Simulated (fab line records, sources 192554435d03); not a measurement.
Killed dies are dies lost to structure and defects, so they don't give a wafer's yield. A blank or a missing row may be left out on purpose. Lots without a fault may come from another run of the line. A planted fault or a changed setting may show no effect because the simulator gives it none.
fab line records | flow n5_finfet
record lots=11 wafers=33 last_day=17
route steps=1938 shown BEOL_M11@1572 PASSIVATION@1936
lots that met no fault: from a run of the same line without faults
start_h: hours from the record's first day to the start of the lot's first wafer shown | wait_h: hours since the lot's step before | " the same as in the row above | L1.1+2: a row that stands for several wafers | - no value, or no start given | * or withheld: withheld | < > ~ a bound
route shown NAME@n: a module of which the file shows steps, and the number in the route of the first | usual: mean/standard deviation of fault-free wafers | same: alike in all rows | chamber/n: place in a boat | sites: the reading at each site | _std_site: their standard deviation | _edge_site: outer sites' mean less inner sites' | radius_mm: how far each site lies from the wafer's centre | mask NAME#n: copy n | behind: the tool/chamber that last shaped the wafer | hold: why the lot was held/for how many hours/how that ended | device: the transistor (n, p or np) that didn't switch | end of line: the same wafers' tests at the end of the route | a step without rows: its recipe alone | killed: dies lost to structure and defects at the first sort, not the wafer's yield | map: a wafer's dies, x killed, . not, _ none there
set.NAME: the setting as run; set.NAME@STEP: as run at that earlier step | model.NAME: the simulator's own value behind a step, which no gauge read
steps of the route over a sample of lots; a table a step, a row a wafer
services: from which hour (start_h, from the record's first day; less than 0 if before it) a tool's chamber was out of use, for how many hours, and why
## steps
# step N5_BEOL_M11_ETCH_65
# recipe chemistry=CF4 target=SiARC target_depth_a=390 mask_material=CAR-ArF time_s=65 ion_energy_ev=80 pressure_mtorr=40 source_w=545 bias_w=36 Ar_flow_sccm=100 cf4_flow_sccm=100 ends=cleared
# usual cf4_flow_sccm=99.98/0.3 drypump_motor_current_A=5.8/0.39 etch_rf_on_time_s=65.1/0.9 oes_product_au=0.67/0.072 rf_vpp_V=183.9/1.3 showerhead_plenum_p_Torr=2.13/0.076 throttle_valve_pct=15.70/0.21
# columns lot.wafer tool chamber start_h wait_h cf4_flow_sccm drypump_motor_current_A etch_rf_on_time_s oes_product_au rf_hours_counter_h rf_vpp_V showerhead_plenum_p_Torr throttle_valve_pct
L368.4 rie_diel-01 3 228.01 0.0 100.10 5.4 65.2 0.62 220 183.2 2.04 15.74
L368.5 " 0 " " 99.79 5.2 66.5 0.64 - 185.9 2.15 15.55
L368.6 " 1 " " 99.95 5.5 65.6 0.60 - 186.9 2.19 15.86
L369.2 rie_diel-01 2 228.88 0.0 100.15 6.1 65.4 0.66 148 183.2 2.15 15.94
L369.3 " 3 " " 99.95 5.4 64.2 0.62 220 183.8 2.04 15.75
L369.5 " 2 " " 99.97 6.1 65.2 0.67 - 184.1 2.15 15.95
L370.2 rie_diel-05 1 230.20 0.0 100.29 6.1 64.7 0.63 188 185.1 2.22 15.88
L370.4 " 0 " " 100.04 5.9 65.6 0.71 70 181.4 2.09 15.39
L370.5 " 0 " " 99.50 5.9 65.2 0.72 - 183.6 2.09 15.41
L372.1 rie_diel-01 0 247.73 0.0 99.95 5.2 64.4 0.64 147 182.8 2.14 15.58
L372.3 " 3 " " 99.54 5.5 64.0 0.61 226 182.0 2.04 15.77
L372.6 " 2 " " 100.21 6.1 65.0 0.66 - 183.7 2.15 15.92
L377.3 rie_diel-01 1 269.45 0.0 100.04 5.5 65.9 0.59 248 185.8 2.19 15.87
L377.4 " 2 " " 100.33 6.1 66.1 0.65 159 183.7 2.15 15.96
L377.5 " 3 " " 99.69 5.4 64.8 0.61 - 183.1 2.04 15.76
L375.3 rie_diel-05 0 271.24 0.0 100.80 5.9 66.0 0.69 84 182.0 2.09 15.43
L375.5 " 3 " " 100.25 5.3 65.9 0.59 - 183.2 2.04 15.92
L375.6 " 0 " " 100.73 5.9 66.3 0.69 - 183.3 2.09 15.43
L374.1 rie_diel-05 1 280.66 0.0 99.91 6.1 65.6 0.61 204 186.0 2.21 15.93
L374.5 " 2 " " 99.92 6.4 65.3 0.78 - 185.2 2.27 15.60
L374.6 " 3 " " 99.81 5.2 64.6 0.60 - 182.4 2.03 15.92
L381.1 rie_diel-05 0 297.62 0.0 100.13 5.9 67.5 0.68 91 183.9 2.08 15.44
L381.2 " 2 " " 100.03 6.4 66.1 0.77 13 186.3 2.27 15.60
L381.3 " 1 " " 100.72 6.1 66.2 0.61 209 186.4 2.21 15.94
L380.1 rie_diel-01 2 298.50 0.0 99.95 6.1 66.0 0.64 170 183.0 2.14 15.96
L380.2 " 3 " " 99.86 5.4 65.5 0.60 243 181.5 2.03 15.79
L380.5 " 3 " " 99.92 5.5 64.6 0.61 - 183.1 2.03 15.80
L385.1 rie_diel-01 0 323.61 0.0 99.68 5.2 65.5 0.63 175 184.1 2.13 15.64
L385.2 " 1 " " 99.88 5.5 63.5 0.82 11 184.5 2.18 15.37
L385.3 " 2 " " 99.82 6.1 66.0 0.64 175 183.7 2.14 15.97
L389.1 rie_diel-01 0 349.99 0.0 99.73 5.3 66.1 0.62 184 185.1 2.13 15.65
L389.4 " 0 " " 99.96 5.3 66.1 0.62 - 184.3 2.13 15.65
L389.5 " 2 " " 99.91 6.1 66.4 0.63 - 184.3 2.14 16.00
# step N5_BEOL_M11_CURE_72
# recipe temp_c=370 time_s=120 ambient=DMADMS/He material=SiCOH_lowk
# usual lamp_power_pct=52.31/0.054 wafer_temp_C_max=372.0/0.69
# columns lot.wafer tool chamber start_h wait_h lamp_power_pct wafer_temp_C_max
L368.4 uv_cure-02 2 229.99 1.3 52.30 372.0
L368.5 " 2 " " 52.20 372.6
L368.6 " 2 " " 52.30 373.3
L369.2 uv_cure-02 0 230.19 0.7 52.30 371.4
L369.3 " 0 " " 52.25 371.3
L369.5 " 0 " " 52.25 371.7
L370.2 uv_cure-02 0 231.27 0.5 52.37 371.3
L370.4 " 0 " " 52.39 371.3
L370.5 " 0 " " 52.36 371.0
L372.1 uv_cure-02 2 248.47 0.1 52.27 372.5
L372.3 " 2 " " 52.22 372.8
L372.6 " 2 " " 52.32 372.8
L377.3 uv_cure-03 0 270.21 0.1 52.38 371.4
L377.4 " 0 " " 52.36 371.4
L377.5 " 0 " " 52.41 371.3
L375.3 uv_cure-03 0 272.00 0.1 52.36 371.8
L375.5 " 0 " " 52.25 372.0
L375.6 " 0 " " 52.31 371.5
L374.1 uv_cure-03 2 281.32 0.0 52.41 372.1
L374.5 " 2 " " 52.32 372.7
L374.6 " 2 " " 52.27 372.1
L381.1 uv_cure-02 2 298.27 0.0 52.29 372.8
L381.2 " 2 " " 52.31 373.3
L381.3 " 2 " " 52.34 373.3
L380.1 uv_cure-02 2 299.16 0.0 52.27 372.9
L380.2 " 2 " " 52.37 372.4
L380.5 " 2 " " 52.24 372.6
L385.1 uv_cure-03 2 324.79 0.5 52.28 371.9
L385.2 " 2 " " 52.26 373.3
L385.3 " 2 " " 52.29 372.1
L389.1 uv_cure-03 1 350.65 0.0 52.35 372.5
L389.4 " 1 " " 52.28 372.5
L389.5 " 1 " " 52.33 372.4
# step N5_BEOL_M11_CMP_52
# recipe stop_on=SiCOH_lowk t_overpolish_s=7 down_force_psi=1 platen_rpm=50 clearing_platen_down_force_psi=1.5 clearing_platen_rpm=50 post_cmp_clean=cu_alkaline target_thk_nm=140 clearing_platen_pad_velocity_m_s=0.99484 pad_velocity_m_s=0.99484
# usual barrier_field_endpoint_s=29.0/0.64 motor_current_A=6.1/0.57 overpolish_run_s=7.000/0.0097 platen_rpm=50.00/0.03 time_to_endpoint_s=66.6/2.7
# same t_overpolish_s=7
# columns lot.wafer tool chamber start_h wait_h barrier_field_endpoint_s motor_current_A overpolish_run_s platen_rpm time_to_endpoint_s
L369.3 cmp-04 3 232.68 0.7 29.5 6.7 6.990 49.99 71.7
L369.2 " 0 " " 29.1 5.8 7.010 50.01 69.1
L369.5 " 3 " " 29.9 5.9 7.001 49.97 70.6
L368.4 cmp-04 0 232.90 0.6 28.9 5.5 7.014 50.01 68.8
L368.5 " 0 " " 28.8 5.7 6.986 50.02 68.3
L368.6 " 1 " " 28.6 5.8 6.996 50.00 69.4
L370.2 cmp-04 3 233.91 0.7 30.0 6.4 6.998 49.94 74.0
L370.4 " 1 " " 29.5 5.9 7.014 49.97 68.9
L370.5 " 3 " " 30.5 6.4 7.015 50.07 72.4
L372.1 cmp-04 0 252.08 0.3 29.0 5.7 6.999 50.01 66.6
L372.3 " 2 " " 29.0 5.8 6.999 50.04 64.8
L372.6 " 3 " " 30.0 6.4 7.003 50.03 67.4
L377.3 cmp-04 1 271.76 0.2 28.8 5.9 7.010 49.97 67.6
L377.4 " 0 " " 30.0 5.5 6.996 50.00 66.7
L377.5 " 1 " " 29.0 5.7 6.997 49.95 63.9
L375.3 cmp-03 1 274.49 0.2 28.7 6.6 6.986 50.00 64.6
L375.6 " 3 " " 27.9 5.8 6.989 49.99 58.6
L375.5 " 0 " " 28.4 6.7 6.989 50.05 59.7
L374.1 cmp-04 1 283.54 0.3 28.6 5.6 7.003 50.04 62.6
L374.6 " 0 " " 29.2 5.6 7.002 50.01 64.3
L374.5 " 1 " " 29.5 5.7 6.988 49.99 65.0
L381.2 cmp-01 2 299.91 0.2 29.1 5.8 7.001 50.03 66.7
L381.1 " 3 " " 29.7 5.5 7.001 50.00 67.7
L381.3 " 1 " " 28.4 7.8 7.008 50.00 65.2
L380.1 cmp-04 1 300.99 0.3 30.5 5.6 7.008 48.00 66.7
L380.2 " 0 " " 30.8 5.4 7.005 48.01 68.9
L380.5 " 2 " " 30.4 5.8 6.997 48.00 66.4
L385.1 cmp-04 2 327.14 0.3 30.7 5.9 6.990 48.00 69.3
L385.3 " 3 " " 30.6 6.3 6.998 47.99 70.6
L385.2 " 0 " " 29.5 5.6 7.011 48.00 67.9
L389.4 cmp-01 0 353.12 0.2 29.3 6.5 7.001 50.00 65.0
L389.1 " 2 " " 28.7 5.3 6.987 49.96 66.9
L389.5 " 1 " " 28.3 7.9 7.000 50.06 64.3
# step N5_PASSIVATION_PROBE_49
# usual defect_limited_yield=91.3/1.3 killed_at_M0_to_M3=35/13 killed_at_M4_up=13/5.2 killed_at_contacts=12/6.2 killed_at_front_end=39/9.6 killed_at_other=3.1/2.6 killed_dies=102/16 killed_on_rim=13/3.8 killed_open=68/13 killed_short=33/6.9 sort_bin_5_function=5.1/0.87 sort_bin_6_memory=3.3/0.67 sort_n_pass=1078/16 sort_yield_pct=91.3/1.3
# same gross_dies=1180 killed_at_back_side=0 sort_bin_4_leakage[%]=0 sort_bin_8_speed[%]=0
# columns lot.wafer tool chamber start_h wait_h defect_limited_yield[%] killed_at_M0_to_M3 killed_at_M4_up killed_at_contacts killed_at_front_end killed_at_other killed_dies killed_on_rim killed_open killed_short sort_bin_5_function[%] sort_bin_6_memory[%] sort_n_pass sort_yield_pct[%]
L369.2 prober-01 - 270.30 0.1 91.0 40 14 6 45 1 106 15 73 33 5.2 3.5 1074 91.0
L369.3 prober-01 - 270.35 0.1 92.4 25 23 3 36 3 90 13 62 28 4.3 3.1 1090 92.4
L369.5 prober-01 - 270.45 0.2 92.6 33 15 13 26 0 87 9 57 29 4.8 2.4 1093 92.6
L370.2 prober-01 - 273.55 0.1 89.9 24 11 23 59 2 119 16 78 40 5.1 4.3 1061 89.9
L370.4 prober-01 - 273.65 0.2 91.1 33 8 11 49 4 105 13 74 31 5.5 2.9 1075 91.1
L370.5 prober-01 - 273.70 0.2 90.1 43 12 20 39 3 117 17 73 39 6.1 3.5 1063 90.1
L368.4 prober-01 - 276.79 0.2 91.9 40 14 12 29 1 96 18 65 29 5.3 2.6 1084 91.9
L368.5 prober-01 - 276.84 0.2 93.1 17 14 17 33 0 81 9 57 23 3.9 2.7 1099 93.1
L368.6 prober-01 - 276.89 0.3 94.7 16 9 8 29 0 62 7 43 18 3.1 1.9 1118 94.7
L372.1 prober-01 - 290.57 0.0 92.2 26 16 20 27 3 92 8 59 31 4.2 3.4 1088 92.2
L372.3 prober-01 - 290.67 0.1 91.7 31 9 26 32 0 98 14 67 31 4.7 3.3 1082 91.7
L372.6 prober-01 - 290.82 0.3 91.4 35 12 22 27 5 101 12 69 31 5.4 2.5 1079 91.4
L377.3 prober-02 - 314.33 0.1 92.1 27 23 14 28 1 93 15 67 26 4.5 3.0 1087 92.1
L377.4 prober-02 - 314.38 0.2 92.2 27 10 14 41 0 92 20 58 27 4.2 3.1 1088 92.2
L377.5 prober-02 - 314.43 0.2 91.0 32 19 9 46 0 106 11 73 32 5.5 3.0 1074 91.0
L375.3 prober-01 - 315.38 0.1 92.3 38 10 6 35 2 91 10 59 31 5.3 2.5 1089 92.3
L375.5 prober-01 - 315.48 0.2 91.0 44 13 10 38 1 106 11 79 27 5.3 3.5 1074 91.0
L375.6 prober-01 - 315.53 0.3 89.7 62 13 6 38 2 121 14 90 27 5.3 4.4 1059 89.7
L374.1 prober-02 - 327.61 0.0 91.4 42 10 10 36 3 101 6 71 30 4.3 3.9 1079 91.4
L374.5 prober-02 - 327.81 0.2 87.8 58 15 12 53 6 144 23 115 28 7.9 4.3 1036 87.8
L374.6 prober-02 - 327.86 0.3 88.6 64 9 11 44 7 135 20 94 39 6.0 4.9 1045 88.6
L381.1 prober-02 - 335.79 0.0 91.0 35 13 22 31 5 106 14 65 41 5.1 3.6 1074 91.0
L381.2 prober-02 - 335.84 0.1 91.7 30 17 7 44 0 98 11 53 41 5.0 2.5 1082 91.7
L381.3 prober-02 - 335.89 0.1 91.6 31 18 8 41 1 99 19 63 36 5.8 2.5 1081 91.6
L380.1 prober-01 - 341.81 0.0 92.2 24 14 6 45 3 92 12 52 40 4.4 3.0 1088 92.2
L380.2 prober-01 - 341.86 0.1 93.3 25 19 7 27 1 79 14 61 16 3.9 2.5 1101 93.3
L380.5 prober-01 - 342.01 0.2 92.5 18 19 9 43 0 89 11 60 28 4.2 3.2 1091 92.5
L385.1 prober-01 - 365.11 0.2 90.8 28 15 23 39 4 109 16 84 24 5.1 3.9 1071 90.8
L385.2 prober-01 - 365.16 0.2 89.7 34 26 18 39 5 122 19 92 29 6.3 3.7 1058 89.7
L385.3 prober-01 - 365.21 0.3 92.2 37 12 8 31 4 92 15 57 35 4.6 2.9 1088 92.2
L389.1 prober-01 - 396.17 0.0 90.7 47 8 11 39 5 110 19 75 34 5.4 3.8 1070 90.7
L389.4 prober-01 - 396.32 0.2 93.0 16 3 13 51 0 83 10 54 28 4.8 1.9 1097 93.0
L389.5 prober-01 - 396.37 0.2 93.5 23 11 11 31 1 77 13 40 37 3.3 3.1 1103 93.5
# killed by level:class
L369.2 BEOL_M3:geometric_particle:open=17 FIN_SAQP:geometric_particle:open=12 FIN_SAQP:geometric_particle:short=11 BEOL_M0_SAQP:geometric_particle:short=9 BEOL_M0_SAQP:geometric_particle:open=7 STI_FIN_REVEAL:geometric_particle:open=6 DUMMY_GATE:geometric_particle:open=6 BEOL_M5:geometric_particle:open=6
L369.3 FIN_SAQP:geometric_particle:open=10 STI_FIN_REVEAL:geometric_particle:open=10 BEOL_M4:geometric_particle:open=10 BEOL_M0_SAQP:geometric_particle:short=8 STI_FIN_REVEAL:geometric_particle:short=5 BEOL_M2:geometric_particle:open=5 BEOL_M1:geometric_particle:open=4 BEOL_M4:geometric_particle:short=4
L369.5 MOL_CONTACT_COAG:geometric_particle:open=11 BEOL_M0_SAQP:geometric_particle:short=9 BEOL_M2:geometric_particle:open=8 BEOL_M0_SAQP:geometric_particle:open=8 DUMMY_GATE:geometric_particle:open=6 BEOL_M6:geometric_particle:short=5 FIN_SAQP:geometric_particle:open=4 STI_FIN_REVEAL:geometric_particle:open=4
L370.2 MOL_CONTACT_COAG:geometric_particle:open=19 FIN_SAQP:geometric_particle:open=14 STI_FIN_REVEAL:geometric_particle:open=14 BEOL_M0_SAQP:geometric_particle:short=8 BEOL_M4:geometric_particle:open=7 STARTING-WAFER:geometric_particle:short=6 DUMMY_GATE:geometric_particle:open=6 FIN_SAQP:geometric_particle:short=5
L370.4 STI_FIN_REVEAL:geometric_particle:open=12 MOL_CONTACT_COAG:geometric_particle:open=10 FIN_SAQP:geometric_particle:short=9 BEOL_M0_SAQP:geometric_particle:short=9 FIN_SAQP:geometric_particle:open=7 DUMMY_GATE:geometric_particle:open=7 BEOL_M0_SAQP:geometric_particle:open=7 BEOL_M2:geometric_particle:open=7
L370.5 MOL_CONTACT_COAG:geometric_particle:open=15 BEOL_M1:geometric_particle:open=12 FIN_SAQP:geometric_particle:open=9 BEOL_M0_SAQP:geometric_particle:short=8 BEOL_M3:geometric_particle:open=7 BEOL_M0_SAQP:geometric_particle:open=6 BEOL_M3:geometric_particle:short=6 MOL_CONTACT_COAG:geometric_particle:short=5
L368.4 BEOL_M0_SAQP:geometric_particle:short=10 MOL_CONTACT_COAG:geometric_particle:open=9 BEOL_M0_SAQP:geometric_particle:open=8 FIN_SAQP:geometric_particle:open=6 BEOL_M0:geometric_particle:open=6 BEOL_M4:geometric_particle:open=6 BEOL_M1:geometric_particle:open=4 BEOL_M2:geometric_particle:open=4
L368.5 MOL_CONTACT_COAG:geometric_particle:open=12 DUMMY_GATE:geometric_particle:open=7 STI_FIN_REVEAL:geometric_particle:open=6 BEOL_M1:geometric_particle:open=6 MOL_CONTACT_COAG:geometric_particle:short=5 GATE_CUT:geometric_particle:short=4 BEOL_M4:geometric_particle:open=4 STARTING-WAFER:geometric_particle:open=4
L368.6 FIN_SAQP:geometric_particle:open=8 MOL_CONTACT_COAG:geometric_particle:open=6 BEOL_M1:geometric_particle:open=6 BEOL_M2:geometric_particle:open=6 STI_FIN_REVEAL:geometric_particle:short=4 GATE_CUT:geometric_particle:short=4 FIN_SAQP:geometric_particle:short=3 BEOL_M6:geometric_particle:open=3
L372.1 MOL_CONTACT_COAG:geometric_particle:open=15 BEOL_M1:geometric_particle:open=7 FIN_SAQP:geometric_particle:short=6 STARTING-WAFER:geometric_particle:open=6 MOL_CONTACT_COAG:geometric_particle:short=5 BEOL_M2:geometric_particle:open=5 BEOL_M0_SAQP:geometric_particle:open=4 BEOL_M4:geometric_particle:open=4
L372.3 MOL_CONTACT_COAG:geometric_particle:open=23 FIN_SAQP:geometric_particle:open=8 BEOL_M0_SAQP:geometric_particle:open=7 BEOL_M1:geometric_particle:open=6 FIN_SAQP:geometric_particle:short=5 BEOL_M0_SAQP:geometric_particle:short=5 BEOL_M2:geometric_particle:short=5 GATE_CUT:geometric_particle:short=4
L372.6 MOL_CONTACT_COAG:geometric_particle:open=19 BEOL_M0_SAQP:geometric_particle:open=8 BEOL_M4:geometric_particle:open=7 FIN_SAQP:geometric_particle:short=6 BEOL_M1:geometric_particle:open=5 BEOL_M1:geometric_particle:short=5 BEOL_M0_SAQP:geometric_particle:short=4 BEOL_M3:geometric_particle:open=4
L377.3 BEOL_M1:geometric_particle:open=11 BEOL_M4:geometric_particle:open=11 MOL_CONTACT_COAG:geometric_particle:open=9 MOL_CONTACT_COAG:geometric_particle:short=5 FIN_SAQP:geometric_particle:open=4 BEOL_M6:geometric_particle:open=4 GATE_CUT:geometric_particle:short=3 BEOL_M0_SAQP:geometric_particle:short=3
L377.4 MOL_CONTACT_COAG:geometric_particle:open=13 BEOL_M0_SAQP:geometric_particle:open=8 BEOL_M1:geometric_particle:open=7 STI_FIN_REVEAL:geometric_particle:open=6 BEOL_M0_SAQP:geometric_particle:short=6 GATE_CUT:geometric_particle:short=5 BEOL_M4:geometric_particle:open=5 FIN_SAQP:geometric_particle:short=4
L377.5 FIN_SAQP:geometric_particle:open=17 GATE_CUT:geometric_particle:short=10 BEOL_M4:geometric_particle:open=9 MOL_CONTACT_COAG:geometric_particle:open=7 BEOL_M2:geometric_particle:open=6 BEOL_M0_SAQP:geometric_particle:open=5 BEOL_M0_SAQP:geometric_particle:short=5 BEOL_M0:geometric_particle:open=5
L375.3 BEOL_M3:geometric_particle:open=11 BEOL_M0_SAQP:geometric_particle:open=9 STI_FIN_REVEAL:geometric_particle:open=7 BEOL_M0_SAQP:geometric_particle:short=6 BEOL_M2:geometric_particle:open=6 FIN_SAQP:geometric_particle:open=4 GATE_CUT:geometric_particle:short=4 STARTING-WAFER:geometric_particle:open=4
L375.5 BEOL_M3:geometric_particle:open=11 BEOL_M0_SAQP:geometric_particle:open=10 BEOL_M2:geometric_particle:open=10 BEOL_M4:geometric_particle:open=9 FIN_SAQP:geometric_particle:open=8 STI_FIN_REVEAL:geometric_particle:open=8 STARTING-WAFER:geometric_particle:open=6 MOL_CONTACT_COAG:geometric_particle:open=6
L375.6 BEOL_M0_SAQP:geometric_particle:open=18 BEOL_M0_SAQP:geometric_particle:short=14 BEOL_M3:geometric_particle:open=14 STI_FIN_REVEAL:geometric_particle:open=11 FIN_SAQP:geometric_particle:open=7 BEOL_M4:geometric_particle:open=7 MOL_CONTACT_COAG:geometric_particle:open=6 BEOL_M2:geometric_particle:open=6
L374.1 BEOL_M0_SAQP:geometric_particle:open=20 STI_FIN_REVEAL:geometric_particle:open=7 MOL_CONTACT_COAG:geometric_particle:open=7 FIN_SAQP:geometric_particle:open=6 BEOL_M1:geometric_particle:open=5 BEOL_M3:geometric_particle:open=5 FIN_SAQP:geometric_particle:short=4 DUMMY_GATE:geometric_particle:open=4
L374.5 STI_FIN_REVEAL:geometric_particle:open=21 BEOL_M2:geometric_particle:open=17 BEOL_M0_SAQP:geometric_particle:open=12 MOL_CONTACT_COAG:geometric_particle:open=11 BEOL_M0_SAQP:geometric_particle:short=9 DUMMY_GATE:geometric_particle:open=8 BEOL_M3:geometric_particle:open=8 FIN_SAQP:geometric_particle:open=5
L374.6 BEOL_M2:geometric_particle:open=14 FIN_SAQP:geometric_particle:open=13 BEOL_M0_SAQP:geometric_particle:open=13 MOL_CONTACT_COAG:geometric_particle:open=11 BEOL_M3:geometric_particle:open=9 STI_FIN_REVEAL:geometric_particle:open=8 BEOL_M0_SAQP:geometric_particle:short=8 BEOL_M1:geometric_particle:short=8
L381.1 MOL_CONTACT_COAG:geometric_particle:open=12 MOL_CONTACT_COAG:geometric_particle:short=10 FIN_SAQP:geometric_particle:short=7 BEOL_M3:geometric_particle:open=6 STI_FIN_REVEAL:geometric_particle:open=5 BEOL_M0_SAQP:geometric_particle:short=5 BEOL_M2:geometric_particle:open=5 BEOL_M4:geometric_particle:open=5
L381.2 FIN_SAQP:geometric_particle:short=12 BEOL_M0_SAQP:geometric_particle:short=11 BEOL_M4:geometric_particle:open=10 FIN_SAQP:geometric_particle:open=8 GATE_CUT:geometric_particle:short=6 MOL_CONTACT_COAG:geometric_particle:open=6 BEOL_M0_SAQP:geometric_particle:open=5 DUMMY_GATE:geometric_particle:open=4
L381.3 FIN_SAQP:geometric_particle:open=14 BEOL_M0_SAQP:geometric_particle:open=10 FIN_SAQP:geometric_particle:short=9 BEOL_M0_SAQP:geometric_particle:short=8 STI_FIN_REVEAL:geometric_particle:open=6 BEOL_M4:geometric_particle:open=6 MOL_CONTACT_COAG:geometric_particle:open=5 BEOL_M3:geometric_particle:open=4
L380.1 FIN_SAQP:geometric_particle:short=13 STI_FIN_REVEAL:geometric_particle:open=11 BEOL_M4:geometric_particle:open=9 BEOL_M0_SAQP:geometric_particle:short=8 MOL_CONTACT_COAG:geometric_particle:open=5 FIN_SAQP:geometric_particle:open=4 BEOL_M0_SAQP:geometric_particle:open=4 GATE_CUT:geometric_particle:short=3
L380.2 BEOL_M2:geometric_particle:open=8 BEOL_M4:geometric_particle:open=7 MOL_CONTACT_COAG:geometric_particle:open=7 STI_FIN_REVEAL:geometric_particle:open=6 GATE_CUT:geometric_particle:short=6 BEOL_M3:geometric_particle:open=5 BEOL_M1:geometric_particle:open=5 DUMMY_GATE:geometric_particle:open=4
L380.5 STI_FIN_REVEAL:geometric_particle:open=11 MOL_CONTACT_COAG:geometric_particle:open=8 BEOL_M3:geometric_particle:open=7 BEOL_M4:geometric_particle:open=6 GATE_CUT:geometric_particle:short=6 FIN_SAQP:geometric_particle:short=5 DUMMY_GATE:geometric_particle:open=5 BEOL_M4:geometric_particle:short=5
L385.1 MOL_CONTACT_COAG:geometric_particle:open=22 FIN_SAQP:geometric_particle:open=13 BEOL_M1:geometric_particle:open=13 BEOL_M4:geometric_particle:open=10 FIN_SAQP:geometric_particle:short=6 DUMMY_GATE:geometric_particle:open=4 ILD0:geometric_particle:short=3 BEOL_M0_SAQP:geometric_particle:short=3
L385.2 MOL_CONTACT_COAG:geometric_particle:open=17 BEOL_M4:geometric_particle:open=12 DUMMY_GATE:geometric_particle:open=9 BEOL_M2:geometric_particle:open=9 FIN_SAQP:geometric_particle:short=7 BEOL_M0_SAQP:geometric_particle:open=7 BEOL_M3:geometric_particle:open=6 FIN_SAQP:geometric_particle:open=5
L385.3 BEOL_M0_SAQP:geometric_particle:open=10 DUMMY_GATE:geometric_particle:open=9 BEOL_M2:geometric_particle:open=7 BEOL_M3:geometric_particle:short=7 STI_FIN_REVEAL:geometric_particle:open=6 FIN_SAQP:geometric_particle:open=5 GATE_CUT:geometric_particle:short=5 MOL_CONTACT_COAG:geometric_particle:open=5
L389.1 FIN_SAQP:geometric_particle:open=16 BEOL_M3:geometric_particle:open=13 MOL_CONTACT_COAG:geometric_particle:open=8 BEOL_M0_SAQP:geometric_particle:open=8 BEOL_M0_SAQP:geometric_particle:short=7 BEOL_M2:geometric_particle:open=7 BEOL_M1:geometric_particle:open=6 FIN_SAQP:geometric_particle:short=5
L389.4 FIN_SAQP:geometric_particle:open=12 MOL_CONTACT_COAG:geometric_particle:open=10 DUMMY_GATE:geometric_particle:open=7 STI_FIN_REVEAL:geometric_particle:open=6 GATE_CUT:geometric_particle:short=6 BEOL_M0_SAQP:geometric_particle:open=6 BEOL_M0_SAQP:geometric_particle:short=5 STARTING-WAFER:geometric_particle:short=5
L389.5 BEOL_M0_SAQP:geometric_particle:short=9 STI_FIN_REVEAL:geometric_particle:open=6 GATE_CUT:geometric_particle:short=6 MOL_CONTACT_COAG:geometric_particle:open=6 MOL_CONTACT_COAG:geometric_particle:short=5 BEOL_M0_SAQP:geometric_particle:open=5 BEOL_M4:geometric_particle:open=4 FIN_SAQP:geometric_particle:open=3
## services
# columns tool chamber start_h hours kind
cmp-03 - 208.04 34.2 repair
uv_cure-03 - 214.77 28.1 pm
cmp-01 - 227.14 8.5 repair
cmp-04 - 233.26 0.4 repair
rie_diel-05 2 235.25 4.6 repair
uv_cure-02 - 255.11 1.0 pm
cmp-04 - 269.15 1.0 repair
cmp-01 - 271.91 4.0 pm
rie_diel-01 1 274.03 - clean
cmp-03 - 281.92 1.9 repair
cmp-01 - 282.21 2.8 repair
uv_cure-03 - 293.09 1.0 pm
rie_diel-01 3 321.09 3.5 repair
cmp-01 - 328.75 2.5 repair
cmp-03 - 329.95 4.0 pm
uv_cure-02 - 331.65 0.9 repair
cmp-01 - 335.67 1.4 repair
cmp-04 - 338.27 4.0 pm
cmp-04 - 342.27 - consumable_replace:conditioner
cmp-04 - 342.27 - consumable_replace:pad
cmp-04 - 342.27 4.5 pm
rie_diel-05 0 345.96 4.0 repair
cmp-03 - 350.88 4.0 pm
uv_cure-02 - 352.77 1.4 repair
## key
first_sign step=N5_BEOL_M11_CMP_52 reading=platen_rpm direction=down sigmas=66 usual=50.00 struck=48.00
effect step=N5_BEOL_M11_CMP_52 reading=barrier_field_endpoint_s direction=up sigmas=2.2 usual=29.0 struck=30.4
met_at N5_BEOL_M11_CMP_52
struck_lots L380,L385
not_acting_at N5_BEOL_M11_ETCH_65,N5_BEOL_M11_CURE_72
onset_between 283.54 300.99
fault kind=process_parameter_drift tool=cmp-04 chamber=- onset_h=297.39 steps=N5_BEOL_M11_CMP_52 channel=platen_rpm offset=-2 shape=step end_h=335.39 acts_in=these_recipes_only stated=50
